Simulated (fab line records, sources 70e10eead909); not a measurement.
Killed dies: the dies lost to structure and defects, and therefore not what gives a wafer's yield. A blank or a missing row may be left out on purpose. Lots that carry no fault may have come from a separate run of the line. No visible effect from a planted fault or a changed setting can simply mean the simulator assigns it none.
Matching of chambers + flow nand_harc + pecvd-03 running NHARC_A_STAIRCASE_DEP_322: 3 sister chambers
The step deposits SiO2, target thk 3800 nm. 16 wafers are shown with their chamber, then 8 later ones without.

== EACH WAFER AND ITS CHAMBER ==
| wafer  | chamber | heater_power_w (W) |
|--------|---------|--------------------|
| L076.2 | 0       | 620                |
| L076.5 | 2       | 600                |
| L076.6 | 0       | 542                |
| L081.1 | 2       | 713                |
| L081.2 | 0       | 597                |
| L081.5 | 1       | 692                |
| L083.1 | 1       | 790                |
| L083.2 | 0       | 655                |
| L083.5 | 0       | 530                |
| L087.1 | 0       | 636                |
| L087.3 | 1       | 681                |
| L087.5 | 0       | 533                |
| L086.1 | 1       | 706                |
| L086.2 | 0       | 535                |
| L086.6 | 1       | 660                |
| L089.1 | 1       | 790                |

SIGNATURES (averages over the wafers above)
| reading        | chamber 0 | chamber 1 | chamber 2 | scatter within a chamber |
|----------------|-----------|-----------|-----------|--------------------------|
| heater_power_w | 581.00    | 719.83    | 656.50    | 56.2                     |
Rule: distance of a wafer from a chamber = root of the sum over the readings of ((wafer's reading minus chamber's mean) / reading's scatter) squared. If the next closest chamber is less than 2 further off than the closest, the wafer can't be placed; otherwise it belongs to the closest. How the scatter is found: for the shown wafers, subtract from each reading the mean of its chamber, square and add these, divide the total by (wafers less chambers), then take the root.

== WAFERS WITHOUT THEIR CHAMBER ==
| wafer  | heater_power_w (W) |
|--------|--------------------|
| L089.3 | 685                |
| L089.6 | 528                |
| L091.1 | 694                |
| L091.2 | 618                |
| L091.3 | 766                |
| L094.2 | 713                |
| L094.4 | 512                |
| L094.5 | 681                |

== WHICH CHAMBER EACH WENT THROUGH ==
| wafer  | from the rows above          | in truth |
|--------|------------------------------|----------|
| L089.3 | can't be placed: 2 or 1 or 0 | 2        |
| L089.6 | can't be placed: 0 or 2      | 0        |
| L091.1 | can't be placed: 1 or 2 or 0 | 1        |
| L091.2 | can't be placed: 0 or 2 or 1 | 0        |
| L091.3 | can't be placed: 1 or 2      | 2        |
| L094.2 | can't be placed: 1 or 2      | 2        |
| L094.4 | can't be placed: 0 or 2      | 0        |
| L094.5 | can't be placed: 2 or 1 or 0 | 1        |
Correctly placed: 0 of 8. Not placeable from these rows: 8 (in 8, the candidates include the true chamber). Wrongly placed: 0.
